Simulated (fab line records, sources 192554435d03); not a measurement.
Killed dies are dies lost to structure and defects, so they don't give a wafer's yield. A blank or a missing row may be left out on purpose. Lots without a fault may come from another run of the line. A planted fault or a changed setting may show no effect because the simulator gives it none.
fab line records | flow n5_finfet
record lots=7 wafers=21
route steps=1938 shown ZERO_LAYER@9 WELL_APT@21 FIN_SAQP@109 FIN_CUT@155 SDB@373 DUMMY_REMOVAL@377 HKMG_FIN@423 GATE_CUT@466
start_h: hours from the record's first day to the start of the lot's first wafer shown | wait_h: hours since the lot's step before | " the same as in the row above | L1.1+2: a row that stands for several wafers | - no value, or no start given | * or withheld: withheld | < > ~ a bound
route shown NAME@n: a module of which the file shows steps, and the number in the route of the first | usual: mean/standard deviation of fault-free wafers | same: alike in all rows | chamber/n: place in a boat | sites: the reading at each site | _std_site: their standard deviation | _edge_site: outer sites' mean less inner sites' | radius_mm: how far each site lies from the wafer's centre | mask NAME#n: copy n | behind: the tool/chamber that last shaped the wafer | hold: why the lot was held/for how many hours/how that ended | device: the transistor (n, p or np) that didn't switch | end of line: the same wafers' tests at the end of the route | a step without rows: its recipe alone | killed: dies lost to structure and defects at the first sort, not the wafer's yield | map: a wafer's dies, x killed, . not, _ none there
set.NAME: the setting as run; set.NAME@STEP: as run at that earlier step | model.NAME: the simulator's own value behind a step, which no gauge read
lots whose settings were changed on purpose; a table a step, a row a wafer
## steps
# step N5_ZERO_LAYER_EXPOSE_08
# recipe mask_id=ZERO na=0.55 source_shape=conventional sigma_outer=0.8 polarization=unpolarized defocus_nm=0 target_cd_nm=2000 dose_mj=16.2
# columns lot.wafer tool chamber start_h wait_h mask set.dose_mj
L077.1+2+6 krf_scanner-01 0 30.46 - ZERO#0 16.2
L081.1+4 krf_scanner-01 0 54.48 - ZERO#0 16.2
L081.3 " 0 " " ZERO#0 15.21
L084.1 krf_scanner-01 0 72.48 - ZERO#0 15.44
L084.2+5 " 0 " " ZERO#0 16.2
L085.1+3 krf_scanner-01 0 78.51 - ZERO#0 16.2
L085.4 " 0 " " ZERO#0 17.3
L088.2+6 krf_scanner-01 0 96.61 - ZERO#0 16.2
L088.5 " 0 " " ZERO#0 16.76
L096.1+4 krf_scanner-02 0 144.47 - ZERO#0 16.2
L096.3 " 0 " " ZERO#0 16.73
L097.1+3+6 krf_scanner-02 0 150.66 - ZERO#0 16.2
# step N5_ZERO_LAYER_DEVELOP_10
# recipe develop_time_s=60 rinse_liquid=diw dry=air_spin dev_temp_c=21
# columns lot.wafer tool chamber start_h wait_h set.develop_time_s
L077.1+2+6 litho_track-01 0 - - 60
L081.1 litho_track-03 0 - - 67.76
L081.3+4 " 0 " " 60
L084.1+2+5 litho_track-01 0 - - 60
L085.1 litho_track-01 0 - - 60
L085.3+4 " 0 " " 47.2
L088.2+5 litho_track-02 0 - - 52.77
L088.6 " 0 " " 60
L096.1+3+4 litho_track-02 0 - - 60
L097.1+3+6 litho_track-03 0 - - 60
# step N5_ZERO_LAYER_HARDBAKE_23
# recipe temp_c=130 time_s=120
# step N5_ZERO_LAYER_CD_MEAS_11
# recipe target_cd_nm=2000 landing_energy_ev=500 detector=se_inlens
# usual cd_nm=1999.7/1.9
# columns lot.wafer tool chamber start_h wait_h set.dose_mj@ZERO_LAYER_EXPOSE_08 cd_nm
L077.1 cd_sem-01 0 30.64 - 16.2 1999.4
L077.2 " 0 " " 16.2 1997.5
L077.6 " 0 " " 16.2 1996.8
L081.1 cd_sem-03 0 54.66 - 16.2 2005.2
L081.3 " 0 " " 15.21 1988.9
L081.4 " 0 " " 16.2 2002.8
L084.1 cd_sem-02 0 72.66 - 15.44 1991.8
L084.2 " 0 " " 16.2 1998.3
L084.5 " 0 " " 16.2 2000.2
L085.1 cd_sem-01 0 78.69 - 16.2 2000.0
L085.3 " 0 " " 16.2 1996.3
L085.4 " 0 " " 17.3 2007.9
L088.2 cd_sem-02 0 96.78 - 16.2 1998.3
L088.5 " 0 " " 16.76 2003.3
L088.6 " 0 " " 16.2 2001.2
L096.1 cd_sem-01 0 144.65 - 16.2 1999.6
L096.3 " 0 " " 16.73 2006.4
L096.4 " 0 " " 16.2 2000.7
L097.1 cd_sem-01 0 150.83 - 16.2 1999.4
L097.3 " 0 " " 16.2 1993.4
L097.6 " 0 " " 16.2 2001.1
# step N5_WELL_APT_COAT_02
# recipe spin_rpm=1357 resist_thk_nm=950
# columns lot.wafer tool chamber start_h wait_h set.spin_rpm model.coat_of_WELL_APT_COAT_02.thk_nm
L077.1 litho_track-04 0 - - 1357 950.5
L077.2 " 0 " " 1485 909.9
L077.6 " 0 " " 1485 905.3
L081.1 litho_track-02 0 - - 1436 927.3
L081.3 " 0 " " 1436 928.5
L081.4 " 0 " " 1357 954.8
L084.1 litho_track-02 0 - - 1450 921.2
L084.2 " 0 " " 1450 919.3
L084.5 " 0 " " 1357 953.8
L085.1 litho_track-02 0 - - 1357 947.9
L085.3 " 0 " " 1431 926.1
L085.4 " 0 " " 1431 923.1
L088.2 litho_track-05 0 - - 1212 1002
L088.5 " 0 " " 1357 947
L088.6 " 0 " " 1357 947.8
L096.1 litho_track-04 0 - - 1211 1006
L096.3 " 0 " " 1357 947.9
L096.4 " 0 " " 1357 949.4
L097.1 litho_track-05 0 - - 1357 949.8
L097.3 " 0 " " 1357 950.9
L097.6 " 0 " " 1357 950.3
# step N5_FIN_SAQP_PEB_14
# recipe peb_temp_c=withheld peb_time_s=60 resist=CAR-ArF
# columns lot.wafer tool chamber start_h wait_h set.peb_time_s
L077.1+2+6 litho_track-03 0 40.38 0.1 60
L081.1+3+4 litho_track-04 0 63.46 0.1 53.45
L084.1+2+5 litho_track-02 0 82.32 0.1 60
L085.1+4 litho_track-03 0 88.33 0.1 70.79
L085.3 " 0 " " 60
L088.2+5+6 litho_track-03 0 107.20 0.0 49.23
L096.1+3 litho_track-04 0 154.40 0.1 50.31
L096.4 " 0 " " 60
L097.1+3+6 litho_track-03 0 159.66 0.1 60
# step N5_FIN_SAQP_DEVELOP_15
# recipe develop_time_s=30 developer=TMAH resist=CAR-ArF dev_temp_c=23 rinse_liquid=diw dry=air_spin
# step N5_FIN_SAQP_CD_MEAS_16
# recipe target_cd_nm=35.6 landing_energy_ev=500 detector=se_inlens
# usual cd_nm=35.6/0.33
# columns lot.wafer tool chamber start_h wait_h set.peb_time_s@FIN_SAQP_PEB_14 cd_nm
L077.1 cd_sem-01 0 40.45 - 60 35.5
L077.2 " 0 " " 60 35.5
L077.6 " 0 " " 60 35.7
L081.1 cd_sem-03 0 63.53 - 53.45 37.3
L081.3 " 0 " " 53.45 37.2
L081.4 " 0 " " 53.45 37.6
L084.1 cd_sem-02 0 82.39 - 60 35.4
L084.2 " 0 " " 60 35.4
L084.5 " 0 " " 60 35.1
L085.1 cd_sem-02 0 88.40 - 70.79 32.9
L085.3 " 0 " " 60 35.5
L085.4 " 0 " " 70.79 33.2
L088.2 cd_sem-01 0 107.26 - 49.23 38.2
L088.5 " 0 " " 49.23 38.4
L088.6 " 0 " " 49.23 38.5
L096.1 cd_sem-02 0 154.46 - 50.31 38.5
L096.3 " 0 " " 50.31 38.4
L096.4 " 0 " " 60 35.7
L097.1 cd_sem-01 0 159.73 - 60 35.9
L097.3 " 0 " " 60 36.1
L097.6 " 0 " " 60 35.6
# step N5_FIN_SAQP_FIN_ETCH_36
# recipe chemistry=HBr/Cl2/O2 target_depth_a=1200 mask_material=SiNx time_s=50.4 bias_w=102 pressure_mtorr=10 icp_w=800 HBr_flow_sccm=150 Cl2_flow_sccm=80 O2_flow_sccm=12
# columns lot.wafer tool chamber start_h wait_h set.bias_w model.FIN_SAQP.feature_depth_nm model.etch.depth_nm
L077.1 rie_si-03 2 44.46 0.0 102 119.4 119.4
L077.2 " 0 " " 102 117 117.1
L077.6 " 0 " " 102 117 117
L081.1 rie_si-03 3 67.55 0.0 117.5 123 123
L081.3 " 0 " " 102 115.8 115.8
L081.4 " 1 " " 102 119 119.1
L084.1 rie_si-01 1 87.45 0.0 102 121.4 121.4
L084.2 " 0 " " 94.3 116.4 116.4
L084.5 " 3 " " 102 120.2 120.2
L085.1 rie_si-01 3 93.86 0.0 111.7 122 121.9
L085.3 " 1 " " 111.7 123 123
L085.4 " 0 " " 102 117.8 117.8
L088.2 rie_si-03 0 112.37 0.0 102 117.8 117.9
L088.5 " 0 " " 102 118.4 118.4
L088.6 " 3 " " 102 119.4 119.4
L096.1 rie_si-03 1 158.71 0.0 102 120 120.1
L096.3 " 2 " " 108.4 123 123
L096.4 " 0 " " 108.4 124 124
L097.1 rie_si-01 2 163.79 0.0 102 120.8 120.8
L097.3 " 3 " " 102 120.2 120.1
L097.6 " 2 " " 102 120.4 120.4
# step N5_FIN_SAQP_PRECLEAN_38
# recipe chemistry=O3/DIW time_s=45 temp_c=22 o3_ppm=10
# step N5_FIN_SAQP_PRECLEAN_45
# recipe chemistry=dHF time_s=10 dilution=500:1 temp_c=25
# step N5_FIN_SAQP_SRD_39
# recipe dry=ipa_marangoni time_s=30 temp_c=23 rinse_liquid=diw
# step N5_FIN_SAQP_OCD_MEAS_76
# usual trench_depth_nm=119.3/1.6
# columns lot.wafer tool chamber start_h wait_h set.bias_w@FIN_SAQP_FIN_ETCH_36 trench_depth_nm
L077.1 ocd-01 - 44.78 0.0 102 119.1
L077.2 " - " " 102 117.5
L077.6 " - " " 102 116.8
L081.1 ocd-01 - 67.76 0.0 117.5 123.0
L081.3 " - " " 102 115.8
L081.4 " - " " 102 118.6
L084.1 ocd-01 - 87.66 0.0 102 121.3
L084.2 " - " " 94.3 116.0
L084.5 " - " " 102 120.8
L085.1 ocd-01 - 94.09 0.0 111.7 121.8
L085.3 " - " " 111.7 122.8
L085.4 " - " " 102 118.4
L088.2 ocd-01 - 112.59 0.0 102 117.8
L088.5 " - " " 102 118.1
L088.6 " - " " 102 119.2
L096.1 ocd-01 - 158.93 0.0 102 120.7
L096.3 " - " " 108.4 122.9
L096.4 " - " " 108.4 124.1
L097.1 ocd-01 - 164.01 0.0 102 121.0
L097.3 " - " " 102 120.1
L097.6 " - " " 102 119.8
# step N5_FIN_CUT_COAT_19
# recipe resist=SiARC temp_c=220 time_s=60 spin_rpm=1500 resist_thk_nm=20
# columns lot.wafer tool chamber start_h wait_h set.spin_rpm model.SiARC_of_FIN_CUT_COAT_19.thk_nm
L077.1+2+6 litho_track-05 0 - - 1500 20
L081.1 litho_track-05 0 - - 1369 21
L081.3+4 " 0 " " 1500 20
L084.1+2+5 litho_track-04 0 - - 1500 20
L085.1+4 litho_track-04 0 - - 1500 20
L085.3 " 0 " " 1589 19.4
L088.2+5+6 litho_track-01 0 - - 1500 20
L096.1 litho_track-01 0 - - 1614 19.2
L096.3+4 " 0 " " 1500 20
L097.1+6 litho_track-01 0 - - 1500 20
L097.3 " 0 " " 1500 19.8
# step N5_FIN_CUT_COAT_29
# recipe resist=underlayer temp_c=205 time_s=60 spin_rpm=1500 resist_thk_nm=10
# step N5_FIN_CUT_COAT_02
# recipe resist=CAR-EUV spin_rpm=1500 resist_thk_nm=30
# step N5_FIN_CUT_DESCUM_13
# recipe chemistry=O2 time_s=7 source_power_w=50 bias_power_w=20 pressure_mtorr=20 rf_frequency_hz=2.712e+07 temp_c=40 resist=CAR-EUV o2_flow_sccm=225
# step N5_FIN_CUT_ETCH_30
# recipe chemistry=N2/H2 target=underlayer target_depth_a=130 mask_material=CAR-EUV time_s=10.4 ion_energy_ev=200 pressure_mtorr=30 source_w=840 bias_w=150 n2_flow_sccm=200 h2_flow_sccm=200 ends=cleared
# step N5_FIN_CUT_ETCH_20
# recipe chemistry=CF4 target=SiARC target_depth_a=260 mask_material=CAR-EUV time_s=43.3 ion_energy_ev=80 pressure_mtorr=40 source_w=545 bias_w=36 Ar_flow_sccm=100 cf4_flow_sccm=100 ends=cleared
# columns lot.wafer tool chamber start_h wait_h set.spin_rpm@FIN_CUT_COAT_19 model.etch.depth_nm
L077.1 rie_diel-02 2 45.29 0.0 1500 20
L077.2 " 0 " " 1500 19.96
L077.6 " 0 " " 1500 19.95
L081.1 rie_diel-02 2 68.40 0.0 1369 20.98
L081.3+4 " 3,0 " " 1500 20.04
L084.1 rie_diel-04 3 88.17 0.0 1500 20
L084.2 " 2 " " 1500 19.96
L084.5 " 3 " " 1500 19.97
L085.1 rie_diel-04 1 95.03 0.0 1500 20.07
L085.3 " 0 " " 1589 19.48
L085.4 " 3 " " 1500 20.02
L088.2 rie_diel-02 1 113.10 0.0 1500 20.01
L088.5 " 3 " " 1500 20.04
L088.6 " 1 " " 1500 20.05
L096.1 rie_diel-05 0 159.60 0.0 1614 19.28
L096.3+4 " 1,2 " " 1500 20.02
L097.1 rie_diel-05 0 164.65 0.0 1500 20
L097.3 " 3 " " 1500 19.9
L097.6 " 1 " " 1500 19.93
# step N5_FIN_CUT_ETCH_21
# recipe chemistry=N2/H2 target=SOC target_depth_a=2190 overetch_a=438 mask_material=SiARC temp_c=40 ion_energy_ev=100 bias_w=61 time_s=523.5 pressure_mtorr=30 source_w=850 n2_flow_sccm=200 h2_flow_sccm=200
# columns lot.wafer tool chamber start_h wait_h set.spin_rpm@FIN_CUT_COAT_19 model.SiARC_of_FIN_CUT_COAT_19.thk_nm
L077.1 rie_diel-02 2 45.33 0.0 1500 11.8
L077.2+6 " 0 " " 1500 12
L081.1 rie_diel-02 2 68.44 0.0 1369 12.8
L081.3+4 " 3,0 " " 1500 12
L084.1+2+5 rie_diel-04 3,2,3 88.21 0.0 1500 11.8
L085.1 rie_diel-04 1 95.06 0.0 1500 12.2
L085.3 " 0 " " 1589 11.4
L085.4 " 3 " " 1500 11.8
L088.2+5+6 rie_diel-02 1,3,1 113.14 0.0 1500 12
L096.1 rie_diel-05 0 159.64 0.0 1614 11
L096.3+4 " 1,2 " " 1500 12.2
L097.1+3 rie_diel-05 0,3 164.69 0.0 1500 11.8
L097.6 " 1 " " 1500 12
# step N5_SDB_ALD_29
# recipe material=SiNx target_thk_a=300 temp_c=400 ald_precursor_family=SiH2I2 ald_co_reactant=N2/H2-plasma pulse_time_s=1 ald_cycles=600 purge_time_s=2 co_reactant_purge_time_s=2 pressure_torr=2
# columns lot.wafer tool chamber start_h wait_h set.ald_cycles model.SiNx_of_SDB_ALD_29.thk_nm
L077.1+6 ald_sin-01 1,2 84.57 0.0 600 30
L077.2 " 2 " " 600 29.8
L081.1 ald_sin-01 3 109.71 1.2 530 26.4
L081.3+4 " 2,0 " " 600 30
L084.1+2 ald_sin-01 2,1 130.17 0.0 600 30
L084.5 " 1 131.52 1.4 651 32.4
L085.1 ald_sin-04 2 136.33 0.0 570 28.6
L085.3 " 0 " " 600 30.2
L085.4 " 1 " " 570 28.8
L088.2+5+6 ald_sin-01 1,2,3 154.31 0.1 600 30
L096.1+4 ald_sin-04 3,1 200.22 0.0 600 30.2
L096.3 " 0 " " 600 30
L097.1+3+6 ald_sin-02 2,3,3 206.71 0.0 600 29.8
# step N5_SDB_CMP_30
# recipe stop_on=poly-Si t_overpolish_s=1.54 post_cmp_clean=alkaline_brush down_force_psi=4.1491 platen_rpm=51.796 pad_velocity_m_s=1.0306 target_thk_nm=30
# step N5_DUMMY_REMOVAL_HM_STRIP_01
# recipe chemistry=CH3F/O2 material=SiNx target_depth_a=40 stop_on=poly-Si time_s=6.8 over_etch_frac=0.3 ion_energy_ev=60 power_w=410 bias_w=29 Ar_flow_sccm=150 CH3F_flow_sccm=30 O2_flow_sccm=20
# columns lot.wafer tool chamber start_h wait_h set.ald_cycles@SDB_ALD_29 model.SiNx_of_SDB_ALD_29.thk_nm
L077.1 rie_diel-05 0 87.66 0.0 600 29.4
L077.2+6 " 2,0 " " 600 29.2
L081.1 rie_diel-04 1 112.79 0.0 530 26
L081.3+4 " 0,2 " " 600 29.4
L084.1+2 rie_diel-04 0,3 133.26 0.0 600 29.4
L084.5 " 2 " " 651 31.2
L085.1 rie_diel-02 2 139.46 0.1 570 28
L085.3 " 1 " " 600 29.6
L085.4 " 0 " " 570 28.2
L088.2+5+6 rie_diel-04 3,0,3 157.40 0.0 600 29.4
L096.1+4 rie_diel-05 2,0 203.42 0.1 600 29.6
L096.3 " 3 " " 600 29.4
L097.1+3+6 rie_diel-04 2,0,1 209.80 0.0 600 29.2
# step N5_DUMMY_REMOVAL_STRIP_10
# recipe chemistry=N2/H2 time_s=40 power_w=100 temp_c=40 pressure_mtorr=100 rf_frequency_hz=6e+07 bias_power_w=3 n2_flow_sccm=300 h2_flow_sccm=300
# step N5_DUMMY_REMOVAL_PRECLEAN_07
# recipe chemistry=dHF time_s=30 temp_c=25 dilution=withheld
# step N5_DUMMY_REMOVAL_DUMMY_REMOVE_02
# recipe chemistry=TMAH temp_c=70 target=poly-Si stop_on=SiO2 target_depth_nm=142 conc_wt_pct=5 time_s=57 dry=ipa_marangoni rinse_time_s=30 rinse_temp_c=23
# step N5_DUMMY_REMOVAL_PRECLEAN_08
# recipe chemistry=NF3:NH3 afs_cycles=2 temp_c=30 time_s=20 sublimation_temp_c=180 sublimation_time_s=60 pressure_torr=3 rf_power_w=30
# columns lot.wafer tool chamber start_h wait_h set.ald_cycles@SDB_ALD_29 model.SiNx_of_SDB_ALD_29.thk_nm
L077.1 remote_plasma-02 1 87.89 0.0 600 29.2
L077.2+6 " 1 " " 600 29
L081.1 remote_plasma-01 0 113.03 0.0 530 25.8
L081.3+4 " 0 " " 600 29.2
L084.1+2 remote_plasma-01 0 133.49 0.0 600 29.2
L084.5 " 0 " " 651 30.8
L085.1 remote_plasma-02 0 139.69 0.0 570 27.8
L085.3 " 0 " " 600 29.4
L085.4 " 0 " " 570 28
L088.2+5+6 remote_plasma-01 1 157.66 0.1 600 29.2
L096.1 remote_plasma-01 1 203.66 0.0 600 29.4
L096.3+4 " 1 " " 600 29.2
L097.1+3+6 remote_plasma-02 0 210.03 0.0 600 29
# step N5_HKMG_FIN_COAT_30
# recipe resist=SiARC temp_c=220 time_s=60 spin_rpm=1500 resist_thk_nm=35
# columns lot.wafer tool chamber start_h wait_h set.spin_rpm model.SiARC_of_HKMG_FIN_COAT_30.thk_nm
L077.1+2 litho_track-01 0 - - 1446 35.6
L077.6 " 0 " " 1500 35
L081.1 litho_track-01 0 - - 1437 35.8
L081.3 " 0 " " 1500 35.2
L081.4 " 0 " " 1500 35
L084.1+5 litho_track-01 0 - - 1500 35
L084.2 " 0 " " 1500 34.8
L085.1+3 litho_track-01 0 - - 1500 35
L085.4 " 0 " " 1500 34.8
L088.2+6 litho_track-05 0 - - 1500 35
L088.5 " 0 " " 1410 36
L096.1 litho_track-04 0 - - 1382 36.2
L096.3 " 0 " " 1500 35
L096.4 " 0 " " 1382 36.4
L097.1+3+6 litho_track-04 0 - - 1500 35
# step N5_GATE_CUT_ETCH_56
# recipe chemistry=Cl2/Ar target=TiN target_depth_a=216 pressure_mtorr=10 icp_w=600 bias_w=60 Cl2_flow_sccm=40 Ar_flow_sccm=60
# columns lot.wafer tool chamber start_h wait_h set.icp_w model.etch.depth_nm
L077.1 rie_metal-02 0 97.31 0.1 600 21.42
L077.2 " 1 " " 600 21.43
L077.6 " 0 " " 600 21.24
L081.1 rie_metal-01 1 122.61 0.1 600 20.89
L081.3 " 0 " " 661.1 23.48
L081.4 " 1 " " 600 20.95
L084.1 rie_metal-03 0 142.83 0.1 513.9 19.6
L084.2 " 1 " " 600 21.87
L084.5 " 0 " " 600 22.35
L085.1 rie_metal-01 0 149.57 0.1 562.7 20.44
L085.3 " 1 " " 562.7 20.03
L085.4 " 0 " " 600 21.64
L088.2 rie_metal-01 0 166.98 0.1 600 21.32
L088.5 " 0 " " 504.4 18.3
L088.6 " 1 " " 504.4 17.76
L096.1 rie_metal-01 1 213.49 0.2 600 20.71
L096.3 " 1 " " 600 20.87
L096.4 " 1 " " 661.4 22.39
L097.1 rie_metal-02 1 219.49 0.1 600 21.27
L097.3 " 0 " " 600 21.39
L097.6 " 0 " " 600 21.4
# step N5_GATE_CUT_ALD_22
# recipe material=SiNx target_thk_a=160 temp_c=400 ald_precursor_family=SiH2I2 ald_co_reactant=N2/H2-plasma pulse_time_s=1 ald_cycles=320 purge_time_s=2 co_reactant_purge_time_s=2 pressure_torr=2
# columns lot.wafer tool chamber start_h wait_h set.ald_cycles model.SiNx_of_GATE_CUT_ALD_22.thk_nm
L077.1 ald_sin-02 1 101.83 0.0 320 16
L077.2 " 3 " " 345 17.2
L077.6 " 0 " " 345 17.4
L081.1+3 ald_sin-02 2,3 127.13 0.0 320 16
L081.4 " 0 " " 288 14.4
L084.1+2+5 ald_sin-04 0,3,0 147.55 0.0 320 16
L085.1+3 ald_sin-03 1,0 154.11 0.0 320 16
L085.4 " 3 " " 350 17.6
L088.2 ald_sin-02 0 171.49 0.0 320 16.2
L088.5+6 " 1,0 " " 283 14.2
L096.1 ald_sin-03 3 218.29 0.2 320 16
L096.3+4 " 2,1 " " 286 14.2
L097.1+6 ald_sin-02 1 224.37 0.0 320 16
L097.3 " 2 " " 320 15.8
## key
split step=N5_ZERO_LAYER_EXPOSE_08 setting=dose_mj stated=16.2 by=wafer
response step=N5_ZERO_LAYER_CD_MEAS_11 reading=cd_nm change=+1.77 per=1% r=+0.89
split step=N5_ZERO_LAYER_DEVELOP_10 setting=develop_time_s stated=60 by=wafer
response none clear
split step=N5_WELL_APT_COAT_02 setting=spin_rpm stated=1357 by=wafer
response step=N5_WELL_APT_COAT_02 reading=model.coat_of_WELL_APT_COAT_02.thk_nm change=-4.91 per=1% r=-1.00
split step=N5_FIN_SAQP_PEB_14 setting=peb_time_s stated=60 by=wafer
response step=N5_FIN_SAQP_CD_MEAS_16 reading=cd_nm change=-0.151 per=1% r=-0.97
split step=N5_FIN_SAQP_FIN_ETCH_36 setting=bias_w stated=102 by=wafer
response step=N5_FIN_SAQP_FIN_ETCH_36 reading=model.FIN_SAQP.feature_depth_nm change=+0.443 per=1% r=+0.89
response step=N5_FIN_SAQP_FIN_ETCH_36 reading=model.etch.depth_nm change=+0.439 per=1% r=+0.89
response step=N5_FIN_SAQP_OCD_MEAS_76 reading=trench_depth_nm change=+0.434 per=1% r=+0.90
split step=N5_FIN_CUT_COAT_19 setting=spin_rpm stated=1500 by=wafer
response step=N5_FIN_CUT_COAT_19 reading=model.SiARC_of_FIN_CUT_COAT_19.thk_nm change=-0.109 per=1% r=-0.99
response step=N5_FIN_CUT_ETCH_20 reading=model.etch.depth_nm change=-0.101 per=1% r=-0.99
response step=N5_FIN_CUT_ETCH_21 reading=model.SiARC_of_FIN_CUT_COAT_19.thk_nm change=-0.116 per=1% r=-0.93
split step=N5_SDB_ALD_29 setting=ald_cycles stated=600 by=wafer
response step=N5_SDB_ALD_29 reading=model.SiNx_of_SDB_ALD_29.thk_nm change=+0.3 per=1% r=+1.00
response step=N5_DUMMY_REMOVAL_HM_STRIP_01 reading=model.SiNx_of_SDB_ALD_29.thk_nm change=+0.268 per=1% r=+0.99
response step=N5_DUMMY_REMOVAL_PRECLEAN_08 reading=model.SiNx_of_SDB_ALD_29.thk_nm change=+0.26 per=1% r=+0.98
split step=N5_HKMG_FIN_COAT_30 setting=spin_rpm stated=1500 by=wafer
response step=N5_HKMG_FIN_COAT_30 reading=model.SiARC_of_HKMG_FIN_COAT_30.thk_nm change=-0.166 per=1% r=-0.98
split step=N5_GATE_CUT_ETCH_56 setting=icp_w stated=600 by=wafer
response step=N5_GATE_CUT_ETCH_56 reading=model.etch.depth_nm change=+0.198 per=1% r=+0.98
split step=N5_GATE_CUT_ALD_22 setting=ald_cycles stated=320 by=wafer
response step=N5_GATE_CUT_ALD_22 reading=model.SiNx_of_GATE_CUT_ALD_22.thk_nm change=+0.168 per=1% r=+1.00
